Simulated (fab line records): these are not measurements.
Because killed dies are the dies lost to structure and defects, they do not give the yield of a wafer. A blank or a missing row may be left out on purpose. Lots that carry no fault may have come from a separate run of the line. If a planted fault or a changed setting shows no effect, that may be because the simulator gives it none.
fab line records ; flow n5Finfet
record: lots: 3; wafers: 9; lastDay: 18
route steps=1938 shown MOL_CONTACT_COAG@523 BEOL_M4@1111 PASSIVATION@1936
lots that met no fault: taken from a fault-free run of the same line
startH: hours from the record's opening day to when the first of the lot's shown wafers began ; waitH: hours from the lot's prior step to this one ; " repeats the value in the row above ; L1.1+2: a row that stands for several wafers ; - value missing, or start not given ; * or withheld: withheld ; < > ~ a bound
route shown NAME@n: NAME is a module with steps in the file, n the number in the route of the first one ; usual: mean and standard deviation over wafers with no fault ; same: alike in all rows ; chamber/n: place in a boat ; sites: per-site readings ; _std_site: their standard deviation ; _edge_site: the outer-site mean with the inner-site mean subtracted ; radiusMm: for every site, how far away it sits from the centre of the wafer ; mask NAME#n: copy n ; behind: tool/chamber where the wafer was last shaped ; hold: why the lot was held/for how many hours/how that ended ; device: transistor that didn't switch, given as n, p or np ; end of line: the same wafers' tests at the end of the route ; where a step has no rows: the recipe by itself ; killed: dies that structure and defects cost at the first sort, which is not the same as the wafer's yield ; map: shows each die of a wafer: x if killed, . if not, _ if none is there
set.NAME: the setting the step ran with; set.NAME@STEP: the setting that earlier step ran with ; model.NAME: the simulator's own value behind a step, which no gauge read
lots seen at some steps along the route; tables by step, rows by wafer
services: from which hour (startH, from the record's first day; less than 0 if before it) a tool's chamber was out of use, for how many hours, and why
== steps ==
step: N5_MOL_CONTACT_COAG_EXPOSE_05
recipe: maskId: CA; na: 0.33; sourceShape: annular; sigmaInner: 0.4; sigmaOuter: 0.8; polarization: unpolarized; defocusNm: 0; doseMj: 38.25
step: N5_MOL_CONTACT_COAG_PEB_06
recipe: pebTempC: 100; pebTimeS: 60; resist: CAR-EUV
step: N5_MOL_CONTACT_COAG_DEVELOP_07
recipe: developTimeS: 30; developer: TMAH; resist: CAR-EUV; rinseLiquid: surfactantRinse; dry: airSpin; devTempC: 23
step: N5_MOL_CONTACT_COAG_DESCUM_13
recipe: chemistry: O2; timeS: 7; sourcePowerW: 50; biasPowerW: 20; pressureMtorr: 20; rfFrequencyHz: 2.712e+07; tempC: 40; resist: CAR-EUV; o2FlowSccm: 225
step: N5_MOL_CONTACT_COAG_ETCH_59
recipe: chemistry: N2/H2; target: underlayer; targetDepthA: 130; maskMaterial: CAR-EUV; timeS: 10.4; ionEnergyEv: 200; pressureMtorr: 30; sourceW: 840; biasW: 150; n2FlowSccm: 200; h2FlowSccm: 200; ends: cleared
step: N5_MOL_CONTACT_COAG_ETCH_105
recipe: chemistry: CF4; target: SiARC; targetDepthA: 156; maskMaterial: CAR-EUV; timeS: 26; ionEnergyEv: 80; pressureMtorr: 40; sourceW: 545; biasW: 36; Ar_flow_sccm: 100; cf4FlowSccm: 100; ends: cleared
step: N5_MOL_CONTACT_COAG_ETCH_106
recipe: chemistry: N2/H2; target: SOC; targetDepthA: 800; overetchA: 160; maskMaterial: SiARC; tempC: 40; timeS: 120; ionEnergyEv: 200; pressureMtorr: 30; sourceW: 840; biasW: 150; n2FlowSccm: 200; h2FlowSccm: 200
step: N5_MOL_CONTACT_COAG_STRIP_107
recipe: chemistry: N2/H2; tempC: 40; n2FlowSccm: 200; h2FlowSccm: 200; rfFrequencyHz: 6e+07
step: N5_MOL_CONTACT_COAG_STRIP_108
recipe: chemistry: N2/H2; tempC: 40; n2FlowSccm: 200; h2FlowSccm: 200; rfFrequencyHz: 6e+07
step: N5_MOL_CONTACT_COAG_CONTACT_ETCH_14
recipe: chemistry: C4F6/O2; target: SiO2; targetDepthA: 275; overetchA: 85; maskMaterial: SOC; pressureMtorr: 30; sourceW: 370; biasW: 185; Ar_flow_sccm: 300; C4F6_flow_sccm: 16; O2_flow_sccm: 10; timeS: 20; ionEnergyEv: 259.6
usual: drypumpMotorCurrentA: 5.8/0.42; oesProductAu: 0.67/0.045; rfVppV: 694.1/2.7; showerheadPlenumPTorr: 2.92/0.076; throttleValvePct: 21.28/0.2
lot.wafer;tool;chamber;startH;waitH;drypumpMotorCurrentA;oesProductAu;rfHoursCounterH;rfVppV;showerheadPlenumPTorr;throttleValvePct;model.SOC_of_MOL_CONTACT_COAG_COAT_103.thkNm
L218.2;rieDiel-06;1;137.81;0.0;5.8;0.72;57;695.3;2.92;21.30;78.6
L218.5;rieDiel-06;2;137.81;0.0;5.1;0.63;-;695.2;2.99;21.11;78.4
L218.6;rieDiel-06;3;137.81;0.0;5.9;0.65;-;693.6;2.89;21.24;78.4
L225.1;rieDiel-06;1;211.71;0.0;5.7;0.71;72;693.0;2.91;21.32;78.6
L225.3;rieDiel-06;2;211.71;0.0;5.1;0.62;178;697.0;2.99;21.15;78.6
L225.6;rieDiel-06;1;211.71;0.0;5.7;0.71;-;693.0;2.91;21.31;78.6
L226.2;rieDiel-01;2;211.94;0.0;6.2;0.71;69;690.0;2.81;21.42;78.6
L226.3;rieDiel-01;1;211.94;0.0;5.7;0.69;91;692.2;2.91;21.27;78.8
L226.6;rieDiel-01;1;211.94;0.0;5.8;0.69;-;693.5;2.91;21.26;78.8
step: N5_MOL_CONTACT_COAG_STRIP_109
recipe: chemistry: C4F6/O2; resist: SiARC; rfFrequencyHz: 6e+07
step: N5_MOL_CONTACT_COAG_ETCH_15
recipe: chemistry: CH3F/O2; target: SiNx; targetDepthA: 70; maskMaterial: SOC; stopOn: Si:P; overEtchFrac: 0.75; ionEnergyEv: 120; pressureMtorr: 30; sourceW: 395; biasW: 73; Ar_flow_sccm: 150; CH3F_flow_sccm: 30; O2_flow_sccm: 20
step: N5_MOL_CONTACT_COAG_ETCH_110
recipe: chemistry: CF4/O2; target: Si; targetDepthA: 25; timeS: 8; pressureMtorr: 100; sourceW: 200; biasW: 12; ionEnergyEv: 60; Ar_flow_sccm: 100; cf4FlowSccm: 100; O2_flow_sccm: 10
usual: drypumpMotorCurrentA: 5.8/0.42; oesProductAu: 0.79/0.056; rfVppV: 127.7/2; showerheadPlenumPTorr: 2.26/0.058; throttleValvePct: 10.75/0.2
lot.wafer;tool;chamber;startH;waitH;drypumpMotorCurrentA;oesProductAu;rfHoursCounterH;rfVppV;showerheadPlenumPTorr;throttleValvePct;model.SOC_of_MOL_CONTACT_COAG_COAT_103.thkNm
L218.2;rieDiel-06;1;137.91;0.0;5.8;0.86;57;129.3;2.26;10.65;73.8
L218.5;rieDiel-06;2;137.91;0.0;5.1;0.75;-;127.3;2.32;10.70;73.6
L218.6;rieDiel-06;3;137.91;0.0;5.9;0.78;-;125.1;2.23;10.68;73.6
L225.1;rieDiel-06;1;211.81;0.0;5.7;0.84;72;130.1;2.25;10.70;73.6
L225.3;rieDiel-06;2;211.81;0.0;5.1;0.74;178;129.0;2.31;10.77;73.6
L225.6;rieDiel-06;1;211.81;0.0;5.7;0.84;-;130.5;2.25;10.70;73.8
L226.2;rieDiel-01;2;212.04;0.0;6.2;0.85;69;126.4;2.17;10.74;73.6
L226.3;rieDiel-01;1;212.04;0.0;5.7;0.82;91;126.4;2.24;10.66;73.8
L226.6;rieDiel-01;1;212.04;0.0;5.7;0.83;-;128.6;2.24;10.65;73.8
step: N5_MOL_CONTACT_COAG_STRIP_98
recipe: chemistry: N2/H2; powerW: 500; tempC: 40; pressureMtorr: 50; rfFrequencyHz: 6e+07; overashFraction: 0.3; biasPowerW: 8; h2Frac: 0.5; n2FlowSccm: 300; h2FlowSccm: 300
step: N5_MOL_CONTACT_COAG_IMPLANT_129
recipe: species: Ge; energyKev: 3; doseCm2: 6e+14; tiltDeg: 0; rotationDeg: 0
step: N5_MOL_CONTACT_COAG_PRECLEAN_111
recipe: chemistry: NF3:NH3; afsCycles: 1; tempC: 30; timeS: 20; sublimationTempC: 180; sublimationTimeS: 60; pressureTorr: 3; rfPowerW: 30
step: N5_MOL_CONTACT_COAG_TI_SIL_19
recipe: material: Ti; targetThkA: 42; tempC: 200; chamberPressurePa: 5; powerW: 5000; timeS: 15
step: N5_MOL_CONTACT_COAG_ALD_20
recipe: material: TiN; targetThkA: 15; tempC: 400; aldPrecursorFamily: TiCl4; aldCoReactant: NH3; pulseTimeS: 1; purgeTimeS: 3; coReactantPurgeTimeS: 2; coReactantPulseTimeS: 2; aldCycles: 68; pressureTorr: 3
step: N5_MOL_CONTACT_COAG_SIL_ANNEAL_21
recipe: tempC: 550; timeS: 60; ambient: N2
step: N5_MOL_CONTACT_COAG_PRE_CLEAN_141
recipe: gas: H2/He; timeS: 60; tempC: 300
step: N5_MOL_CONTACT_COAG_SPUTTER_143
recipe: material: Co; targetThkA: 25; tempC: 25; chamberPressurePa: 0.2
step: N5_MOL_CONTACT_COAG_CO_FILL_22
recipe: material: Co; targetThkA: 200; tempC: 200; precursor: CCTBA/H2; pressureTorr: 30
step: N5_MOL_CONTACT_COAG_ANNEAL_113
recipe: tempC: 400; timeS: 300; ambient: H2/N2
step: N5_MOL_CONTACT_COAG_PRE_CLEAN_142
recipe: gas: H2/He; timeS: 60; tempC: 300
step: N5_MOL_CONTACT_COAG_SPUTTER_130
recipe: material: Co; targetThkA: 475; tempC: 25; chamberPressurePa: 0.5; powerW: 3000
step: N5_MOL_CONTACT_COAG_PRECLEAN_125
recipe: chemistry: DIW; timeS: 57.5; tempC: 23
step: N5_MOL_CONTACT_COAG_SRD_126
recipe: dryTimeS: 32; dry: n2Spin; spinRpm: 1500
step: N5_MOL_CONTACT_COAG_CMP_23
recipe: stopOn: SiO2; tOverpolishS: 1.5; postCmpClean: cuAlkaline; downForcePsi: 2; platenRpm: 50.289; padVelocityMS: 1.0006; targetThkNm: 0
step: N5_MOL_CONTACT_COAG_WET_ETCH_26
recipe: target: Co; targetDepthNm: 13
step: N5_MOL_CONTACT_COAG_WET_ETCH_116
recipe: chemistry: SC1-inhibited; targetDepthNm: 4.6; dry: ipaMarangoni; rinseTimeS: 30; rinseTempC: 23
step: N5_MOL_CONTACT_COAG_ALD_27
recipe: material: SiOC; targetThkA: 170; tempC: 400; aldPrecursorFamily: carbosiloxane; aldCoReactant: H2-plasma; pulseTimeS: 1.5; timeS: 2720; purgeTimeS: 2; coReactantPurgeTimeS: 2; aldCycles: 340; pressureTorr: 2
step: N5_MOL_CONTACT_COAG_CMP_28
recipe: stopOn: SiNx; tOverpolishS: 0.85; postCmpClean: alkalineBrush; downForcePsi: 4.15; platenRpm: 51.8; padVelocityMS: 1.0307; targetThkNm: 14.522
step: N5_MOL_CONTACT_COAG_ALD_123
recipe: material: SiNx; targetThkA: 50; tempC: 400; aldPrecursorFamily: SiH2I2; aldCoReactant: N2/H2-plasma; pulseTimeS: 1; purgeTimeS: 2; coReactantPurgeTimeS: 2; aldCycles: 100; pressureTorr: 2
step: N5_MOL_CONTACT_COAG_PECVD_31
recipe: material: SiO2; targetThkA: 460; tempC: 400; precursor: TEOS/O2; pressureTorr: 6.5; rfW: withheld; teosFlowSccm: withheld; gas: O2; flowSccm: 2650; timeS: 8.9
step: N5_MOL_CONTACT_COAG_COAT_75
recipe: resist: SOC; tempC: 250; timeS: 60; spinRpm: 1500; resistThkNm: 60
step: N5_BEOL_M4_RC_MEAS_101
usual: DIBL_N: 36.5/1.2; DIBL_P: 36.5/1.6; IOFF_N: 0.162/0.023; IOFF_P: 0.221/0.03; ION_N: 678/8; ION_P: 466/6.3; RC_DENSE_N: 18.9/0.31; RC_DENSE_P: 23.6/0.41; RC_N: 15.39/0.26; RC_P: 19.2/0.3; REXT_N: 75.0/1.6; REXT_P: 100.4/2.1; SS_N: 71.6/0.46; SS_P: 73.3/0.57; VT_N: 249.2/2.6; VT_P: -249/3.3
lot.wafer;tool;chamber;startH;waitH;DIBL_N[mV/V];DIBL_P[mV/V];IOFF_N[nA/um];IOFF_P[nA/um];ION_N[uA/um];ION_P[uA/um];RC_DENSE_N[ohm.um];RC_DENSE_P[ohm.um];RC_N[ohm.um];RC_P[ohm.um];REXT_N[ohm.um];REXT_P[ohm.um];SS_N[mV/dec];SS_P[mV/dec];VT_N[mV];VT_P[mV]
L218.2;prober-02;0;257.49;0.2;36.9;37.1;0.175;0.222;664;450;36.4;45.6;29.42;37.3;89.7;120.2;71.4;73.4;249.1;-249
L218.5;prober-02;0;257.49;0.2;36.6;37.1;0.172;0.214;688;464;19.0;23.9;15.34;19.5;76.0;103.1;71.4;73.7;248.2;-254
L218.6;prober-02;0;257.49;0.2;36.4;36.7;0.159;0.211;670;462;18.6;23.4;15.24;19.0;76.3;102.1;71.0;73.2;250.0;-252
L225.1;prober-02;0;312.30;0.0;36.4;36.1;0.158;0.201;679;463;19.0;23.7;15.51;19.4;76.1;102.0;71.0;72.4;250.3;-251
L225.3;prober-02;0;312.30;0.0;36.2;35.2;0.147;0.186;672;454;18.9;23.7;15.28;19.2;75.5;100.8;71.3;73.0;252.0;-253
L225.6;prober-02;0;312.30;0.0;36.1;35.6;0.155;0.191;670;461;19.1;24.0;15.55;19.5;76.9;101.7;71.5;72.4;247.4;-252
L226.2;prober-02;0;320.44;0.2;34.9;36.5;0.133;0.208;674;470;18.6;23.3;15.26;18.9;74.2;99.7;71.5;74.0;253.0;-247
L226.3;prober-02;0;320.44;0.2;34.6;36.6;0.132;0.221;677;472;19.1;23.5;15.62;19.2;73.7;99.6;71.0;73.5;251.1;-246
L226.6;prober-02;0;320.44;0.2;34.5;35.4;0.123;0.193;672;466;18.5;22.8;15.02;18.7;74.5;101.2;72.4;73.1;255.7;-250
step: N5_PASSIVATION_PROBE_49
usual: defectLimitedYield: 91.2/1.3; killed_at_M0_to_M3: 34/9.2; killed_at_M4_up: 14/5; killedAtContacts: 13/6.7; killedAtFrontEnd: 39/12; killedAtOther: 4/3.3; killedDies: 104/15; killedOpen: 68/12; killedShort: 34/7.5; sort_bin_5_function: 5.2/0.87; sort_bin_6_memory: 3.3/0.63; sortNPass: 1076/15; sortYieldPct: 91.2/1.3
same: grossDies: 1180; killedAtBackSide: 0; sort_bin_4_leakage[%]: 0; sort_bin_8_speed[%]: 0
lot.wafer;tool;chamber;startH;waitH;defectLimitedYield[%];killed_at_M0_to_M3;killed_at_M4_up;killedAtContacts;killedAtFrontEnd;killedAtOther;killedDies;killedOpen;killedShort;sort_bin_5_function[%];sort_bin_6_memory[%];sortNPass;sortYieldPct[%]
L218.2;prober-01;-;360.95;0.1;91.3;27;20;19;29;8;103;61;28;5.7;2.8;1077;91.3
L218.5;prober-01;-;361.10;0.2;90.8;29;13;20;39;7;108;67;38;5.4;3.1;1072;90.8
L218.6;prober-01;-;361.15;0.3;90.6;30;17;9;35;20;111;72;37;5.6;3.1;1069;90.6
L226.2;prober-02;-;439.59;0.1;89.3;43;11;12;59;1;126;87;33;6.7;3.5;1054;89.3
L226.3;prober-02;-;439.64;0.1;90.1;42;12;13;48;2;117;81;30;5.2;4.2;1063;90.1
L226.6;prober-02;-;439.79;0.3;88.9;38;11;10;67;5;131;82;43;6.4;4.2;1049;88.9
killed by level:class
L218.2 MOL_CONTACT_COAG:areaEtch=13 BEOL_M2:geometricParticle:open=8 BEOL_M3:geometricParticle:open=7 DUMMY_GATE:geometricParticle:open=6 MOL_CONTACT_COAG:geometricParticle:open=5 STI_FIN_REVEAL:geometricParticle:open=5 BEOL_M7:geometricParticle:open=5 FIN_SAQP:geometricParticle:short=4
L218.5 MOL_CONTACT_COAG:geometricParticle:open=18 BEOL_M2:geometricParticle:open=8 DUMMY_GATE:geometricParticle:open=7 FIN_SAQP:geometricParticle:short=6 BEOL_M0_SAQP:geometricParticle:short=6 STI_FIN_REVEAL:geometricParticle:open=5 BEOL_M1:geometricParticle:open=4 STI_FIN_REVEAL:geometricParticle:short=3
L218.6 BEOL_M4:geometricParticle:open=9 DUMMY_GATE:geometricParticle:open=8 FIN_SAQP:geometricParticle:short=7 MOL_CONTACT_COAG:geometricParticle:open=7 FIN_SAQP:geometricParticle:open=6 BEOL_M1:geometricParticle:open=6 MIM_BOT:geometricParticle:open=6 BEOL_M2:geometricParticle:open=6
L226.2 BEOL_M2:geometricParticle:open=13 MOL_CONTACT_COAG:geometricParticle:open=12 FIN_SAQP:geometricParticle:open=9 STI_FIN_REVEAL:geometricParticle:open=9 BEOL_M0_SAQP:geometricParticle:short=9 FIN_SAQP:geometricParticle:short=8 BEOL_M3:geometricParticle:open=8 DUMMY_GATE:geometricParticle:open=7
L226.3 BEOL_M0_SAQP:geometricParticle:open=15 MOL_CONTACT_COAG:geometricParticle:open=13 FIN_SAQP:geometricParticle:open=12 FIN_SAQP:geometricParticle:short=9 STI_FIN_REVEAL:geometricParticle:open=9 BEOL_M2:geometricParticle:open=8 BEOL_M0_SAQP:geometricParticle:short=7 BEOL_M4:geometricParticle:open=5
L226.6 STI_FIN_REVEAL:geometricParticle:open=18 BEOL_M3:geometricParticle:open=13 BEOL_M0_SAQP:geometricParticle:short=9 GATE_CUT:geometricParticle:short=8 MOL_CONTACT_COAG:geometricParticle:open=8 BEOL_M4:geometricParticle:open=6 FIN_SAQP:geometricParticle:short=5 GATE_CUT:geometricParticle:open=5
== services ==
tool;chamber;startH;hours;kind
rieDiel-06;-;152.62;0.9;repair
rieDiel-01;0;161.28;4.4;repair
rieDiel-01;1;187.71;6.8;repair
== key ==
firstSign: step: N5_BEOL_M4_RC_MEAS_101; reading: RC_P; direction: up; sigmas: 60; usual: 19.2; struck: 37.3
effect: step: N5_BEOL_M4_RC_MEAS_101; reading: RC_DENSE_N; direction: up; sigmas: 57; usual: 18.9; struck: 36.4
effect: step: N5_BEOL_M4_RC_MEAS_101; reading: RC_N; direction: up; sigmas: 54; usual: 15.39; struck: 29.42
effect: step: N5_BEOL_M4_RC_MEAS_101; reading: RC_DENSE_P; direction: up; sigmas: 53; usual: 23.6; struck: 45.6
effect: step: N5_BEOL_M4_RC_MEAS_101; reading: REXT_P; direction: up; sigmas: 9.6; usual: 100.4; struck: 120.2
effect: step: N5_BEOL_M4_RC_MEAS_101; reading: REXT_N; direction: up; sigmas: 9.4; usual: 75.0; struck: 89.7
modelEffect: step: N5_MOL_CONTACT_COAG_CONTACT_ETCH_14; value: SOC_of_MOL_CONTACT_COAG_COAT_103.thkNm; without: 78.2; struck: 78.6
modelEffect: step: N5_MOL_CONTACT_COAG_ETCH_110; value: SOC_of_MOL_CONTACT_COAG_COAT_103.thkNm; without: 73.4; struck: 73.8
metAt N5_MOL_CONTACT_COAG_CONTACT_ETCH_14
struckWafers L218.2
fault: kind: processParameterDrift; tool: rieDiel-06; chamber: 1; onsetH: 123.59; steps: N5_MOL_CONTACT_COAG_CONTACT_ETCH_14; channel: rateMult; offset: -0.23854; shape: step; endH: 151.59
